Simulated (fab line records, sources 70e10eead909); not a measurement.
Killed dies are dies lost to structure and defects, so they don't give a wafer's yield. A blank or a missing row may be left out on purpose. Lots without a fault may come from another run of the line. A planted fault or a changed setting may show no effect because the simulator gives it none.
One fault seen from 2 desks | flow nand_harc | each desk has only its own numbers; what lay behind them comes last

THE DEFECT DESK
What the inspections along the route counted, lot by lot: means of the sampled wafers that have a number. A lot is out of limits, marked OUT, if its mean lies more than 4 standard deviations from the usual mean; the brackets give that distance.
Columns: A = raw_defect_count at NHARC_A_SIN_REMOVE_INSPECT_04, usual 303
lot  | first seen here | A
L587 | day 15 15:32    | 267
L589 | day 15 23:25    | 336
L590 | day 15 23:25    | 274
L591 | day 16 06:18    | 309
L592 | day 16 06:18    | 363
L593 | day 17 04:20    | 262
L594 | day 17 04:20    | 285
L595 | day 17 12:46    | 683 (+5.2) OUT
L596 | day 17 12:46    | 963 (+9.0) OUT
L597 | day 17 12:47    | 262
L606 | day 20 01:44    | 355
L607 | day 20 01:46    | 354
This desk's finding: out of limits on L595, L596; first on L595, day 17 12:46 (raw_defect_count at NHARC_A_SIN_REMOVE_INSPECT_04). In limits: L587, L589, L590, L591, L592, L593, L594, L597, L606, L607.

THE TOOL OWNER'S DESK: har_etch-01
The tool's own readings at NHARC_A_SLIT_ETCH_17 (etches the open film in C4F8/O2/Ar, time 1687.5 s, target depth 10100 nm): means of the sampled wafers that have a number, for each lot that ran on this tool. A lot is out of limits, marked OUT, if its mean lies more than 4 standard deviations from the usual mean; the brackets give that distance.
Columns: A = drypump_motor_current_A at NHARC_A_SLIT_ETCH_17, usual 5.9 A; B = showerhead_plenum_p_Torr at NHARC_A_SLIT_ETCH_17, usual 3.71 Torr; C = throttle_valve_pct at NHARC_A_SLIT_ETCH_17, usual 32.046 %
lot  | first seen here | A   | B    | C
L590 | day 15 13:42    | 5.5 | 3.76 | 32.042
L589 | day 15 15:22    | 5.7 | 3.73 | 32.045
L591 | day 15 21:40    | 5.5 | 3.76 | 32.044
L593 | day 16 17:58    | 5.5 | 3.76 | 32.049
L594 | day 16 19:39    | 5.7 | 3.72 | 32.044
L596 | day 17 02:58    | 5.7 | 3.72 | 32.039
L595 | day 17 04:09    | 5.5 | 3.75 | 32.043
This desk's finding: nothing out of limits on any of the 7 lots.

PUT TOGETHER
The defect desk could have raised an alarm at day 17 12:46, on L595, L596.
The tool owner's desk saw nothing out of limits.
The tool owner's desk has L595, L596 on record, within its limits.
Of the lots named, all ran NHARC_A_SLIT_ETCH_17 on har_etch-01.

WHAT THE SIMULATOR HAD PUT IN
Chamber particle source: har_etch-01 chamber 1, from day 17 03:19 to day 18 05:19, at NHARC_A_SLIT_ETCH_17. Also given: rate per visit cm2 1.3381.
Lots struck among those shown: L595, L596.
Hours from the fault's start to each desk's first reading out of limits: the defect desk, 9.
